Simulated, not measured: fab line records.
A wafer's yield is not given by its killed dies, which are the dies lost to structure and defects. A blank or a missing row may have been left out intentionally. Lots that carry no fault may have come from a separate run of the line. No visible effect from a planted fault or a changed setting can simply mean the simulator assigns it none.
fab line records + flow nand_harc
record
- lots=7
- wafers=21
- last_day=24
route steps=1159 shown A_STAIRCASE@701 END@1159
lots that met no fault: from a run of the same line without faults
start_h: the number of hours between the record's first day and the start of the first shown wafer of the lot + wait_h: hours from the lot's prior step to this one + " unchanged from the row above + L1.1+2: one row covering several wafers at once + - value missing, or start not given + * or withheld: withheld + < > ~ a bound
route shown NAME@n: a module of which the file shows steps, and the number in the route of the first + usual: mean and standard deviation over wafers with no fault + same: alike in all rows + chamber/n: place in a boat + sites: per-site readings + _std_site: the values' standard deviation + _edge_site: outer sites' mean less inner sites' + radius_mm: how far each site lies from the wafer's centre + mask NAME#n: copy n + behind: the most recent tool/chamber to have shaped the wafer + hold: why the lot went on hold/how many hours it stayed there/how the hold came to an end + device: which transistor (n, p or np) failed to switch + end of line: tests of these same wafers at the route's end + a step given without rows: its recipe and nothing more + killed: not the wafer's yield, but the dies lost to structure and defects at the first sort + map: per-die view of a wafer (x killed, . not killed, _ where there is no die)
set.NAME: the setting the step ran with; set.NAME@STEP: the setting that earlier step ran with + model.NAME: the simulator's own value behind a step, which no gauge read
lots at selected steps of the route; one table per step, one row per wafer
services: from which hour (start_h, from the record's first day; less than 0 if before it) a tool's chamber was out of use, for how many hours, and why
## steps
# step NHARC_A_STAIRCASE_DEP_417
# recipe
- target_thk_a=600
- step_coverage_pct=20
- temp_c=400
- target_thk_nm=60
- flow_sccm=200
- rf_w=450
- material=Si3N4
# usual
- heater_power_outer_w=448/58
- heater_power_w=748/97
- rf_fwd_power_W=449.2/1.4
- susceptor_temp_C=399.98/0.24
| lot.wafer | tool     | chamber | start_h | wait_h | heater_power_outer_w | heater_power_w | rf_fwd_power_W | susceptor_temp_C |
|-----------|----------|---------|---------|--------|----------------------|----------------|----------------|------------------|
| L645.3    | pecvd-03 | 1       | 277.32  | -      | 491                  | 770            | 447.6          | 399.72           |
| L645.5    | "        | 0       | "       | "      | 343                  | 563            | 447.9          | 400.11           |
| L645.6    | "        | 1       | "       | "      | 485                  | 765            | 449.9          | 399.38           |
| L654.1    | pecvd-02 | 2       | 323.17  | -      | 394                  | 730            | 449.8          | 399.81           |
| L654.3    | "        | 1       | "       | "      | 527                  | 846            | 449.0          | 400.02           |
| L654.5    | "        | 1       | "       | "      | 528                  | 860            | 448.6          | 400.55           |
| L655.1    | pecvd-03 | 1       | 343.90  | -      | 470                  | 759            | 448.2          | 399.96           |
| L655.3    | "        | 2       | "       | "      | 438                  | 802            | 447.4          | 399.57           |
| L655.2    | "        | 0       | "       | "      | 428                  | 663            | 449.0          | 400.11           |
| L663.1    | pecvd-02 | 2       | 380.49  | -      | 354                  | 675            | 450.5          | 399.89           |
| L663.6    | "        | 0       | "       | "      | 376                  | 680            | 447.3          | 399.61           |
| L663.4    | "        | 2       | "       | "      | 360                  | 683            | 451.6          | 399.83           |
| L665.3    | pecvd-03 | 0       | 383.56  | -      | 381                  | 577            | 449.8          | 399.99           |
| L665.1    | "        | 2       | "       | "      | 550                  | 958            | 449.6          | 400.01           |
| L665.4    | "        | 0       | "       | "      | 377                  | 587            | 447.2          | 399.78           |
| L664.3    | pecvd-03 | 2       | 384.68  | -      | 450                  | 803            | 448.8          | 399.78           |
| L664.2    | "        | 0       | "       | "      | 430                  | 650            | 450.0          | 399.85           |
| L664.5    | "        | 0       | "       | "      | 431                  | 676            | 448.5          | 399.81           |
| L667.3    | pecvd-03 | 0       | 406.58  | -      | 395                  | 640            | 448.4          | 399.93           |
| L667.6    | "        | 0       | "       | "      | 400                  | 652            | 447.0          | 400.38           |
| L667.5    | "        | 1       | "       | "      | 474                  | 751            | 449.1          | 399.94           |
# step NHARC_A_STAIRCASE_WET_418
# recipe
- temp_c=160
- target_depth_a=200
- chemistry=H3PO4
# step NHARC_A_STAIRCASE_PRECLEAN_419
# recipe
- time_s=*
- temp_c=50
- bath_age_min=0
- chemistry=SC1
# step NHARC_A_STAIRCASE_SRD_421
# step NHARC_A_STAIRCASE_ALD_420
# recipe
- target_thk_a=200
- pulse_time_s=6
- ald_cycles=200
- temp_c=300
- material=SiO2
# usual
- heater_power_w=488/36
- precursor_pulse_height_rel=1.002/0.021
- susceptor_temp_C=300.01/0.19
# same
- ald_cycles=200
- pulse_time_s=6
| lot.wafer | tool      | chamber | start_h | wait_h | heater_power_w | precursor_pulse_height_rel | susceptor_temp_C |
|-----------|-----------|---------|---------|--------|----------------|----------------------------|------------------|
| L645.3    | ald_hk-01 | 1       | 283.25  | -      | 441            | 1.032                      | 299.96           |
| L645.6    | "         | 2       | "       | "      | 517            | 0.965                      | 299.89           |
| L645.5    | "         | 3       | "       | "      | 521            | 0.984                      | 299.75           |
| L654.1    | ald_hk-01 | 3       | 327.10  | -      | 506            | 0.984                      | 299.95           |
| L654.3    | "         | 0       | "       | "      | 569            | 1.010                      | 300.34           |
| L654.5    | "         | 3       | "       | "      | 532            | 1.016                      | 299.87           |
| L655.2    | ald_hk-01 | 3       | 347.41  | -      | 530            | 1.013                      | -                |
| L655.3    | "         | 0       | "       | "      | 549            | 0.989                      | -                |
| L655.1    | "         | 1       | "       | "      | 452            | 1.020                      | -                |
| L663.1    | ald_hk-02 | 0       | 384.17  | -      | 543            | 1.001                      | 299.88           |
| L663.4    | "         | 2       | "       | "      | 426            | 1.003                      | 299.74           |
| L663.6    | "         | 1       | "       | "      | 477            | 1.024                      | 300.46           |
| L664.3    | ald_hk-01 | 3       | 387.45  | -      | 517            | 0.980                      | 299.94           |
| L664.2    | "         | 2       | "       | "      | 511            | 1.001                      | 299.87           |
| L664.5    | "         | 0       | "       | "      | 555            | 0.952                      | 300.03           |
| L665.3    | ald_hk-02 | 1       | 387.50  | -      | 479            | 0.980                      | 300.09           |
| L665.4    | "         | 2       | "       | "      | 418            | 1.004                      | 300.20           |
| L665.1    | "         | 3       | "       | "      | 430            | 0.979                      | 300.02           |
| L667.3    | ald_hk-03 | 2       | 410.83  | -      | 467            | 1.013                      | 300.49           |
| L667.6    | "         | 3       | "       | "      | 467            | 0.983                      | 300.21           |
| L667.5    | "         | 0       | "       | "      | 509            | 1.029                      | 300.22           |
# step NHARC_A_STAIRCASE_CVD_552
# recipe
- target_thk_a=400
- temp_c=700
- pressure_mtorr=300
- material=SiNx
# step NHARC_A_STAIRCASE_DEP_151
# recipe
- target_thk_a=38000
- temp_c=400
- target_thk_nm=3800
- teos_flow_sccm=200
- rf_w=500
- material=SiO2
# usual
- heater_power_outer_w=398/63
- heater_power_w=688/94
- rf_fwd_power_W=499.4/1.6
- susceptor_temp_C=399.99/0.21
| lot.wafer | tool     | chamber | start_h | wait_h | heater_power_outer_w | heater_power_w | rf_fwd_power_W | susceptor_temp_C |
|-----------|----------|---------|---------|--------|----------------------|----------------|----------------|------------------|
| L645.3    | pecvd-03 | 0       | 290.79  | 0.6    | 348                  | 548            | 501.2          | 400.24           |
| L645.6    | "        | 2       | "       | "      | 386                  | 718            | 501.7          | 400.36           |
| L645.5    | "        | 0       | "       | "      | 319                  | 506            | 501.4          | 399.99           |
| L654.1    | pecvd-03 | 0       | 335.51  | 0.7    | 400                  | 634            | 499.5          | 399.85           |
| L654.3    | "        | 1       | "       | "      | 439                  | 720            | 500.1          | 400.14           |
| L654.5    | "        | 1       | "       | "      | 380                  | 632            | 499.0          | 399.91           |
| L655.1    | pecvd-02 | 2       | 355.61  | 0.4    | 447                  | 840            | 499.5          | 399.78           |
| L655.3    | "        | 0       | "       | "      | 395                  | 690            | 499.3          | 400.17           |
| L655.2    | "        | 1       | "       | "      | 495                  | 756            | 496.9          | 400.11           |
| L665.3    | pecvd-02 | 2       | 392.50  | 0.5    | 371                  | 691            | 499.3          | 399.90           |
| L665.1    | "        | 0       | "       | "      | 409                  | 737            | 499.1          | 399.64           |
| L665.4    | "        | 1       | "       | "      | 419                  | 699            | 499.9          | 399.85           |
| L663.1    | pecvd-04 | 2       | 392.60  | 0.6    | 518                  | 930            | 500.5          | 400.17           |
| L663.4    | "        | 0       | "       | "      | 317                  | 555            | 500.2          | 400.02           |
| L663.6    | "        | 1       | "       | "      | 377                  | 598            | 500.2          | 399.91           |
| L664.3    | pecvd-02 | 1       | 395.83  | 0.5    | 444                  | 717            | 498.8          | 400.31           |
| L664.2    | "        | 2       | "       | "      | 323                  | 670            | 497.9          | 399.93           |
| L664.5    | "        | 2       | "       | "      | 339                  | 654            | 500.4          | 400.04           |
| L667.3    | pecvd-02 | 1       | 418.85  | 0.6    | 520                  | 814            | 499.7          | 400.11           |
| L667.5    | "        | 0       | "       | "      | 327                  | 622            | 500.8          | 400.03           |
| L667.6    | "        | 1       | "       | "      | 427                  | 678            | 502.2          | 400.23           |
# step NHARC_A_STAIRCASE_ANNEAL_320
# recipe
- temp_c=750
- time_s=1800
# step NHARC_A_STAIRCASE_DEP_322
# recipe
- target_thk_a=38000
- temp_c=400
- target_thk_nm=3800
- teos_flow_sccm=200
- rf_w=500
- material=SiO2
# usual
- heater_power_outer_w=401/63
- heater_power_w=689/99
- rf_fwd_power_W=499.5/1.5
- susceptor_temp_C=400.02/0.23
| lot.wafer | tool     | chamber | start_h | wait_h | heater_power_outer_w | heater_power_w | rf_fwd_power_W | susceptor_temp_C |
|-----------|----------|---------|---------|--------|----------------------|----------------|----------------|------------------|
| L645.3    | pecvd-02 | 2       | 298.29  | 0.7    | 368                  | 703            | 499.9          | 399.95           |
| L645.5    | "        | 1       | "       | "      | 431                  | 716            | 500.9          | 399.92           |
| L645.6    | "        | 2       | "       | "      | 329                  | 655            | 500.7          | 399.69           |
| L654.1    | pecvd-03 | 2       | 344.35  | 0.1    | 531                  | 909            | 494.4          | 399.80           |
| L654.3    | "        | 1       | "       | "      | 447                  | 719            | 498.6          | 400.03           |
| L654.5    | "        | 1       | "       | "      | 375                  | 640            | 497.6          | 399.64           |
| L655.1    | pecvd-04 | 2       | 362.72  | 0.1    | 467                  | 831            | 499.6          | 399.96           |
| L655.3    | "        | 0       | "       | "      | 395                  | 655            | 499.7          | 399.95           |
| L655.2    | "        | 1       | "       | "      | 405                  | 637            | 498.3          | 400.46           |
| L664.2    | pecvd-03 | 2       | 401.64  | 0.1    | 476                  | 846            | 499.9          | 400.08           |
| L664.3    | "        | 1       | "       | "      | 389                  | 639            | 500.2          | 399.69           |
| L664.5    | "        | 1       | "       | "      | 371                  | 648            | 498.5          | 400.10           |
| L665.3    | pecvd-04 | 2       | 401.71  | 0.2    | 519                  | 917            | 500.7          | 400.23           |
| L665.1    | "        | 0       | "       | "      | 406                  | 669            | 497.6          | 399.71           |
| L665.4    | "        | 1       | "       | "      | 376                  | 602            | 502.7          | 399.95           |
| L663.1    | pecvd-02 | 1       | 401.80  | 0.3    | 530                  | 807            | 500.0          | 399.88           |
| L663.6    | "        | 2       | "       | "      | 331                  | 653            | 498.5          | 400.09           |
| L663.4    | "        | 0       | "       | "      | 335                  | 623            | 499.6          | 400.22           |
| L667.3    | pecvd-03 | 0       | 426.03  | 0.3    | 407                  | 611            | 500.2          | 399.97           |
| L667.5    | "        | 1       | "       | "      | 372                  | 639            | 497.9          | 400.04           |
| L667.6    | "        | 2       | "       | "      | 418                  | 774            | 498.0          | 400.06           |
# step NHARC_A_STAIRCASE_ANNEAL_323
# recipe
- temp_c=750
- time_s=1800
# step NHARC_A_STAIRCASE_DEP_325
# recipe
- target_thk_a=38000
- temp_c=400
- target_thk_nm=3800
- teos_flow_sccm=200
- rf_w=500
- material=SiO2
# usual
- heater_power_outer_w=402/61
- heater_power_w=688/110
- rf_fwd_power_W=499.6/1.6
- susceptor_temp_C=399.98/0.23
| lot.wafer | tool     | chamber | start_h | wait_h | heater_power_outer_w | heater_power_w | rf_fwd_power_W | susceptor_temp_C |
|-----------|----------|---------|---------|--------|----------------------|----------------|----------------|------------------|
| L645.3    | pecvd-02 | 1       | 306.78  | 0.5    | 424                  | 698            | 499.6          | 400.14           |
| L645.6    | "        | 2       | "       | "      | 330                  | 646            | 501.0          | 399.83           |
| L645.5    | "        | 1       | "       | "      | 445                  | 715            | 500.8          | 399.81           |
| L654.1    | pecvd-03 | 2       | 351.53  | 0.2    | 530                  | 933            | 500.6          | 399.88           |
| L654.3    | "        | 0       | "       | "      | 342                  | 536            | 497.4          | 400.10           |
| L654.5    | "        | 1       | "       | "      | 375                  | 643            | 500.7          | 399.97           |
| L655.2    | pecvd-03 | 2       | 369.80  | 0.2    | 486                  | 865            | 502.5          | 400.04           |
| L655.1    | "        | 0       | "       | "      | 340                  | 536            | 500.7          | 400.16           |
| L655.3    | "        | 1       | "       | "      | 500                  | 788            | 498.9          | 400.25           |
| L665.1    | pecvd-02 | 1       | 409.13  | 0.1    | -                    | -              | -              | -                |
| L665.3    | "        | 0       | "       | "      | -                    | -              | -              | -                |
| L665.4    | "        | 0       | "       | "      | -                    | -              | -              | -                |
| L664.3    | pecvd-04 | 1       | 409.24  | 0.2    | -                    | -              | -              | -                |
| L664.2    | "        | 2       | "       | "      | -                    | -              | -              | -                |
| L664.5    | "        | 0       | "       | "      | -                    | -              | -              | -                |
| L663.1    | pecvd-03 | 0       | 409.33  | 0.3    | -                    | -              | -              | -                |
| L663.6    | "        | 2       | "       | "      | -                    | -              | -              | -                |
| L663.4    | "        | 0       | "       | "      | -                    | -              | -              | -                |
| L667.3    | pecvd-04 | 1       | 434.59  | 0.2    | 438                  | 683            | 499.1          | 399.65           |
| L667.5    | "        | 0       | "       | "      | 305                  | 548            | 497.6          | 400.05           |
| L667.6    | "        | 1       | "       | "      | 366                  | 606            | 497.4          | 400.05           |
# step NHARC_A_STAIRCASE_ANNEAL_326
# recipe
- temp_c=750
- time_s=1800
# step NHARC_END_SORT_01
# recipe
- temp_c=25
# usual
- killed_at_array=29/11
- killed_at_other=0.7/1.1
- killed_at_periphery=2.9/2.2
- killed_dies=33/11
- killed_open=3.1/1.8
- killed_short=1.9/1.4
# same
- gross_dies=677
| lot.wafer | tool      | chamber | start_h | wait_h | killed_at_array | killed_at_other | killed_at_periphery | killed_dies | killed_open | killed_short |
|-----------|-----------|---------|---------|--------|-----------------|-----------------|---------------------|-------------|-------------|--------------|
| L665.1    | prober-02 | 0       | 555.24  | 2.5    | 671             | 0               | 6                   | 677         | 4           | 0            |
| L665.3    | prober-02 | 0       | 556.84  | 3.1    | 676             | 0               | 1                   | 677         | 1           | 1            |
| L665.4    | prober-02 | 0       | 557.64  | 3.4    | 672             | 0               | 5                   | 677         | 3           | 3            |
| L663.1    | prober-01 | 0       | 555.24  | 2.5    | 672             | 1               | 4                   | 677         | 5           | 2            |
| L663.4    | prober-01 | 0       | 557.64  | 3.4    | 676             | 0               | 1                   | 677         | 5           | 0            |
| L663.6    | prober-01 | 0       | 559.24  | 4.0    | 676             | 0               | 1                   | 677         | 2           | 1            |
| L664.2    | prober-01 | 0       | 563.81  | 2.8    | 675             | 0               | 2                   | 677         | 0           | 5            |
| L664.3    | prober-01 | 0       | 564.60  | 3.1    | 670             | 0               | 7                   | 677         | 2           | 2            |
| L664.5    | prober-01 | 0       | 566.20  | 3.7    | 674             | 0               | 3                   | 677         | 4           | 3            |
# killed by level:class
L665.1 A_STAIRCASE:area_dep=659 A_CONTACT:chamber_film_flake=5 P_M0:chamber_film_flake=2 A_CHANNEL_HOLE_D1:chamber_film_flake=2 P_CONTACT:geometric_particle:open=1 P_M0:geometric_particle:open=1 P_M2:geometric_particle:open=1 A_CHANNEL_HOLE_D1:geometric_particle:open=1
L663.1 A_STAIRCASE:area_dep=629 A_CHANNEL_HOLE_D1:chamber_film_flake=15 A_SLIT:chamber_film_flake=12 A_STAIRCASE:chamber_film_flake=4 A_CONTACT:chamber_film_flake=4 A_M1:chamber_film_flake=3 P_M0:geometric_particle:open=2 A_SOURCE_PLATE:geometric_particle:open=2
L665.3 A_STAIRCASE:area_dep=653 A_CHANNEL_HOLE_D1:chamber_film_flake=5 A_CHANNEL_FILL_D1:chamber_film_flake=4 A_WL_FILL:chamber_film_flake=3 A_CONTACT:chamber_film_flake=3 A_M1:chamber_film_flake=3 A_SLIT:chamber_film_flake=2 A_ONON_D1:geometric_particle:short=1
L665.4 A_STAIRCASE:area_dep=651 A_CHANNEL_HOLE_D1:chamber_film_flake=8 A_STAIRCASE:chamber_film_flake=4 A_M1:chamber_film_flake=3 A_WL_FILL:geometric_particle:open=2 P_STI:chamber_film_flake=2 P_CONTACT:geometric_particle:short=1 P_M0:geometric_particle:short=1
L663.4 A_STAIRCASE:area_dep=625 A_CHANNEL_HOLE_D1:chamber_film_flake=24 A_SLIT:chamber_film_flake=15 A_WL_FILL:chamber_film_flake=3 A_CONTACT:chamber_film_flake=2 A_M1:chamber_film_flake=2 P_M0:geometric_particle:open=1 A_CONTACT:geometric_particle:open=1
L663.6 A_STAIRCASE:area_dep=626 A_CHANNEL_HOLE_D1:chamber_film_flake=18 A_SLIT:chamber_film_flake=18 A_CONTACT:chamber_film_flake=4 A_M1:chamber_film_flake=4 A_CHANNEL_FILL_D1:geometric_particle:open=2 A_CHANNEL_FILL_D1:chamber_film_flake=2 A_WL_FILL:geometric_particle:short=1
L664.2 A_STAIRCASE:area_dep=631 A_SLIT:chamber_film_flake=16 A_CHANNEL_HOLE_D1:chamber_film_flake=16 A_STAIRCASE:chamber_film_flake=7 P_M1:geometric_particle:short=1 A_SOURCE_PLATE:geometric_particle:short=1 A_CHANNEL_HOLE_D1:geometric_particle:short=1 A_WL_FILL:geometric_particle:short=1
L664.3 A_STAIRCASE:area_dep=615 A_CHANNEL_HOLE_D1:chamber_film_flake=20 A_SLIT:chamber_film_flake=20 A_CONTACT:chamber_film_flake=6 A_STAIRCASE:chamber_film_flake=4 P_M0:chamber_film_flake=3 P_BONDPAD:chamber_film_flake=2 P_GATE:chamber_film_flake=1
L664.5 A_STAIRCASE:area_dep=622 A_CHANNEL_HOLE_D1:chamber_film_flake=19 A_SLIT:chamber_film_flake=19 A_STAIRCASE:chamber_film_flake=3 A_CONTACT:chamber_film_flake=3 A_CONTACT:geometric_particle:open=2 P_GATE:chamber_film_flake=2 P_STI:geometric_particle:open=1
# map L663.1 (x killed, . not)
____________x____________
_________xxxxxxx_________
_______xxxxxxxxxxx_______
______xxxxxxxxxxxxx______
_____xxxxxxxxxxxxxxx_____
____xxxxxxxxxxxxxxxxx____
____xxxxxxxxxxxxxxxxx____
___xxxxxxxxxxxxxxxxxxx___
___xxxxxxxxxxxxxxxxxxx___
__xxxxxxxxxxxxxxxxxxxxx__
__xxxxxxxxxxxxxxxxxxxxx__
_xxxxxxxxxxxxxxxxxxxxxxx_
_xxxxxxxxxxxxxxxxxxxxxxx_
_xxxxxxxxxxxxxxxxxxxxxxx_
_xxxxxxxxxxxxxxxxxxxxxxx_
_xxxxxxxxxxxxxxxxxxxxxxx_
xxxxxxxxxxxxxxxxxxxxxxxxx
xxxxxxxxxxxxxxxxxxxxxxxxx
xxxxxxxxxxxxxxxxxxxxxxxxx
xxxxxxxxxxxxxxxxxxxxxxxxx
xxxxxxxxxxxxxxxxxxxxxxxxx
_xxxxxxxxxxxxxxxxxxxxxxx_
_xxxxxxxxxxxxxxxxxxxxxxx_
_xxxxxxxxxxxxxxxxxxxxxxx_
_xxxxxxxxxxxxxxxxxxxxxxx_
_xxxxxxxxxxxxxxxxxxxxxxx_
__xxxxxxxxxxxxxxxxxxxxx__
__xxxxxxxxxxxxxxxxxxxxx__
___xxxxxxxxxxxxxxxxxxx___
___xxxxxxxxxxxxxxxxxxx___
____xxxxxxxxxxxxxxxxx____
____xxxxxxxxxxxxxxxxx____
_____xxxxxxxxxxxxxxx_____
______xxxxxxxxxxxxx______
_______xxxxxxxxxxx_______
_________xxxxxxx_________
____________x____________
# map L664.2 (x killed, . not)
____________x____________
_________xxxxxxx_________
_______xxxxxxxxxxx_______
______xxxxxxxxxxxxx______
_____xxxxxxxxxxxxxxx_____
____xxxxxxxxxxxxxxxxx____
____xxxxxxxxxxxxxxxxx____
___xxxxxxxxxxxxxxxxxxx___
___xxxxxxxxxxxxxxxxxxx___
__xxxxxxxxxxxxxxxxxxxxx__
__xxxxxxxxxxxxxxxxxxxxx__
_xxxxxxxxxxxxxxxxxxxxxxx_
_xxxxxxxxxxxxxxxxxxxxxxx_
_xxxxxxxxxxxxxxxxxxxxxxx_
_xxxxxxxxxxxxxxxxxxxxxxx_
_xxxxxxxxxxxxxxxxxxxxxxx_
xxxxxxxxxxxxxxxxxxxxxxxxx
xxxxxxxxxxxxxxxxxxxxxxxxx
xxxxxxxxxxxxxxxxxxxxxxxxx
xxxxxxxxxxxxxxxxxxxxxxxxx
xxxxxxxxxxxxxxxxxxxxxxxxx
_xxxxxxxxxxxxxxxxxxxxxxx_
_xxxxxxxxxxxxxxxxxxxxxxx_
_xxxxxxxxxxxxxxxxxxxxxxx_
_xxxxxxxxxxxxxxxxxxxxxxx_
_xxxxxxxxxxxxxxxxxxxxxxx_
__xxxxxxxxxxxxxxxxxxxxx__
__xxxxxxxxxxxxxxxxxxxxx__
___xxxxxxxxxxxxxxxxxxx___
___xxxxxxxxxxxxxxxxxxx___
____xxxxxxxxxxxxxxxxx____
____xxxxxxxxxxxxxxxxx____
_____xxxxxxxxxxxxxxx_____
______xxxxxxxxxxxxx______
_______xxxxxxxxxxx_______
_________xxxxxxx_________
____________x____________
## services
| tool      | chamber | start_h | hours | kind       |
|-----------|---------|---------|-------|------------|
| pecvd-03  | 2       | 269.38  | 10.5  | repair     |
| pecvd-04  | 2       | 271.40  | 4.8   | repair     |
| ald_hk-02 | -       | 280.00  | 10.0  | pm         |
| pecvd-03  | -       | 292.29  | 13.0  | pm         |
| pecvd-03  | 0       | 292.29  | 13.0  | vent_cycle |
| pecvd-03  | 1       | 292.29  | 13.0  | vent_cycle |
| pecvd-03  | 2       | 292.29  | 13.0  | vent_cycle |
| pecvd-02  | 0       | 302.36  | 5.4   | repair     |
| pecvd-03  | 0       | 305.29  | -     | clean      |
| pecvd-03  | 1       | 305.29  | -     | clean      |
| pecvd-03  | 2       | 305.29  | -     | clean      |
| ald_hk-03 | -       | 324.22  | 10.0  | pm         |
| pecvd-02  | -       | 334.13  | 13.0  | pm         |
| pecvd-02  | 0       | 334.13  | 13.0  | vent_cycle |
| pecvd-02  | 1       | 334.13  | 13.0  | vent_cycle |
| pecvd-02  | 2       | 334.13  | 13.0  | vent_cycle |
| pecvd-02  | 0       | 347.13  | -     | clean      |
| pecvd-02  | 1       | 347.13  | -     | clean      |
| pecvd-02  | 2       | 347.13  | -     | clean      |
| pecvd-02  | -       | 369.29  | 1.5   | repair     |
| pecvd-04  | -       | 376.13  | 13.0  | pm         |
| pecvd-04  | 0       | 376.13  | 13.0  | vent_cycle |
| pecvd-03  | -       | 390.62  | 0.5   | repair     |
| ald_hk-01 | -       | 411.96  | 10.0  | pm         |
## key
first_sign
- step=NHARC_A_STAIRCASE_DEP_325
- reading=tool_record
- direction=missing
effect
- step=NHARC_END_SORT_01
- reading=killed_dies
- direction=up
- sigmas=58
- usual=33
- struck=677
more_kills_born_at
- NHARC_A_STAIRCASE_DEP_325@pecvd-02=1963
- NHARC_A_STAIRCASE_DEP_325@pecvd-03=1880
- NHARC_A_STAIRCASE_DEP_325@pecvd-04=1868
met_at NHARC_A_STAIRCASE_DEP_325
struck_wafers L663.1,L663.4,L663.6,L664.2,L664.3,L664.5,L665.1,L665.3,L665.4
later_rows_left_out L663.1,L663.4,L663.6,L664.2,L664.3,L664.5,L665.1,L665.3,L665.4
tester_left_out L663,L664,L665
onset_between 369.80 409.13
fault
- kind=skipped_step_whole
- tool=pecvd-02,pecvd-03,pecvd-04
- chamber=-
- onset_h=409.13
- steps=NHARC_A_STAIRCASE_DEP_325
- scope=struck_lots_only
# tester_left_out: of these lots the tester's yield and bins aren't shown, on N5 and GAA mostly nor the transistor test; their killed dies are dies lost to structure and defects alone, not to doping, threshold or leakage, so they don't give the yield
# later_rows_left_out: the simulator's readings of these wafers behind a module that went badly wrong aren't trusted and aren't shown, but for the sort
